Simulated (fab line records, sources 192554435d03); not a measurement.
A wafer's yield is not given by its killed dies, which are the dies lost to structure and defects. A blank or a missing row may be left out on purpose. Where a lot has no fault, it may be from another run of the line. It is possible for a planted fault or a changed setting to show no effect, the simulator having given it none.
Split-lot study / flow n5 finfet / 21 wafers read from 7 lots, route of 1938 steps

== ABOUT THE SPLIT ==
At N5_BEOL_M9_ETCH_66 (etches SOC in N2/H2, target depth 80 nm, overetch 16 nm, time 120 s), the setting time s was moved away from the recipe's 120 s on 9 of the 21 wafers read, by -21.3% to +20.9%. For the rest of the wafers, this setting stayed at what the recipe calls for.

The reading is taken at the split's own step.

== THE READING ==
SiARC_of_BEOL_M9_COAT_64.thk nm (the simulator's own value, which no gauge read), in nm, at N5_BEOL_M9_ETCH_66 (etches SOC in N2/H2, target depth 80 nm, overetch 16 nm, time 120 s). There is no usual value for it anywhere in the file. Across the 12 wafers here that went through the recipe, the average is 6.4 nm and the standard deviation 0.18 nm.

wafer=L076.2; tool, chamber at the split=rie diel-01, 1,0; time s as run, s=132; against the recipe=+10.0%; SiARC_of_BEOL_M9_COAT_64.thk nm, nm=5.8; against lot-mates on the recipe=-0.8
wafer=L076.3; tool, chamber at the split=rie diel-01, 1,0; time s as run, s=132; against the recipe=+10.0%; SiARC_of_BEOL_M9_COAT_64.thk nm, nm=5.8; against lot-mates on the recipe=-0.8
wafer=L076.5; tool, chamber at the split=rie diel-01, 2; time s as run, s=120; against the recipe=recipe; SiARC_of_BEOL_M9_COAT_64.thk nm, nm=6.6; against lot-mates on the recipe=-
wafer=L078.1; tool, chamber at the split=rie diel-01, 1; time s as run, s=120; against the recipe=recipe; SiARC_of_BEOL_M9_COAT_64.thk nm, nm=6.4; against lot-mates on the recipe=-
wafer=L078.2; tool, chamber at the split=rie diel-01, 0; time s as run, s=142.3; against the recipe=+18.6%; SiARC_of_BEOL_M9_COAT_64.thk nm, nm=5.4; against lot-mates on the recipe=-1.0
wafer=L078.6; tool, chamber at the split=rie diel-01, 2; time s as run, s=142.3; against the recipe=+18.6%; SiARC_of_BEOL_M9_COAT_64.thk nm, nm=5.6; against lot-mates on the recipe=-0.8
wafer=L082.2; tool, chamber at the split=rie diel-01, 1; time s as run, s=120; against the recipe=recipe; SiARC_of_BEOL_M9_COAT_64.thk nm, nm=6.4; against lot-mates on the recipe=-
wafer=L082.4; tool, chamber at the split=rie diel-01, 1; time s as run, s=120; against the recipe=recipe; SiARC_of_BEOL_M9_COAT_64.thk nm, nm=6.4; against lot-mates on the recipe=-
wafer=L082.3; tool, chamber at the split=rie diel-01, 2; time s as run, s=120; against the recipe=recipe; SiARC_of_BEOL_M9_COAT_64.thk nm, nm=6.6; against lot-mates on the recipe=-
wafer=L083.1; tool, chamber at the split=rie diel-01, 1,0; time s as run, s=103.1; against the recipe=-14.1%; SiARC_of_BEOL_M9_COAT_64.thk nm, nm=7.2; against lot-mates on the recipe=+1.2
wafer=L083.5; tool, chamber at the split=rie diel-01, 1,0; time s as run, s=103.1; against the recipe=-14.1%; SiARC_of_BEOL_M9_COAT_64.thk nm, nm=7.2; against lot-mates on the recipe=+1.2
wafer=L083.2; tool, chamber at the split=rie diel-01, 3; time s as run, s=120; against the recipe=recipe; SiARC_of_BEOL_M9_COAT_64.thk nm, nm=6; against lot-mates on the recipe=-
wafer=L085.1; tool, chamber at the split=rie diel-04, 3; time s as run, s=120; against the recipe=recipe; SiARC_of_BEOL_M9_COAT_64.thk nm, nm=6.4; against lot-mates on the recipe=-
wafer=L085.5; tool, chamber at the split=rie diel-04, 3; time s as run, s=120; against the recipe=recipe; SiARC_of_BEOL_M9_COAT_64.thk nm, nm=6.4; against lot-mates on the recipe=-
wafer=L085.2; tool, chamber at the split=rie diel-04, 2; time s as run, s=120; against the recipe=recipe; SiARC_of_BEOL_M9_COAT_64.thk nm, nm=6.2; against lot-mates on the recipe=-
wafer=L090.1; tool, chamber at the split=rie diel-04, 3; time s as run, s=145.1; against the recipe=+20.9%; SiARC_of_BEOL_M9_COAT_64.thk nm, nm=5.2; against lot-mates on the recipe=-1.0
wafer=L090.5; tool, chamber at the split=rie diel-04, 3; time s as run, s=145.1; against the recipe=+20.9%; SiARC_of_BEOL_M9_COAT_64.thk nm, nm=5.2; against lot-mates on the recipe=-1.0
wafer=L090.6; tool, chamber at the split=rie diel-04, 0; time s as run, s=120; against the recipe=recipe; SiARC_of_BEOL_M9_COAT_64.thk nm, nm=6.2; against lot-mates on the recipe=-
wafer=L093.1; tool, chamber at the split=rie diel-03, 1,0; time s as run, s=120; against the recipe=recipe; SiARC_of_BEOL_M9_COAT_64.thk nm, nm=6.6; against lot-mates on the recipe=-
wafer=L093.3; tool, chamber at the split=rie diel-03, 1,0; time s as run, s=120; against the recipe=recipe; SiARC_of_BEOL_M9_COAT_64.thk nm, nm=6.6; against lot-mates on the recipe=-
wafer=L093.5; tool, chamber at the split=rie diel-03, 3; time s as run, s=94.46; against the recipe=-21.3%; SiARC_of_BEOL_M9_COAT_64.thk nm, nm=7.4; against lot-mates on the recipe=+0.8
If several chambers appear in one row, that row covers several wafers at once and the file leaves open which wafer was in which chamber.

THE FIT
A straight line over all 21 wafers: SiARC_of_BEOL_M9_COAT_64.thk nm changes by -0.0532 nm for each +1% of time s; r = -0.97; the points scatter about the line by 0.16 nm.
The same after taking each lot's own level away (the mean of its wafers on the recipe; 21 wafers): -0.0548 nm for each +1%; r = -0.95; scatter 0.2 nm.
According to that fit, moving time s by its largest amount changes the reading by 1.2 nm.
Across the lots, their own levels run from 6.00 to 6.60 nm, a range of 3.3 times the standard deviation given above.
The two slopes are in agreement: the lot-to-lot level therefore moves the slope only a little.
Check: for one of the wafers moved furthest among these (-21.3%), held out of the fit, the line's prediction against its lot-mates is +1.34 nm. Against them it came out at +0.8 nm.

== OTHER SPLITS APPLIED TO THESE WAFERS ==
Note: prior to the reading, these wafers also went through further splits. Each is held against what the fit with the lots' levels taken away leaves over:
other split on the same wafers=N5_BEOL_M8_ETCH_65 cf4 flow sccm; wafers away from the commonest value=8; r with SiARC_of_BEOL_M9_COAT_64.thk nm (lot level and that fit taken away)=+0.53
other split on the same wafers=N5_BEOL_M8_TRENCH_ETCH_37 bias w; wafers away from the commonest value=7; r with SiARC_of_BEOL_M9_COAT_64.thk nm (lot level and that fit taken away)=+0.22
other split on the same wafers=N5_BEOL_M9_EXPOSE_25 dose mj; wafers away from the commonest value=9; r with SiARC_of_BEOL_M9_COAT_64.thk nm (lot level and that fit taken away)=+0.34

== FILE'S OWN FIT ==
SiARC_of_BEOL_M9_COAT_64.thk nm changes by -0.0519 nm for each +1% of time s, r = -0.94.
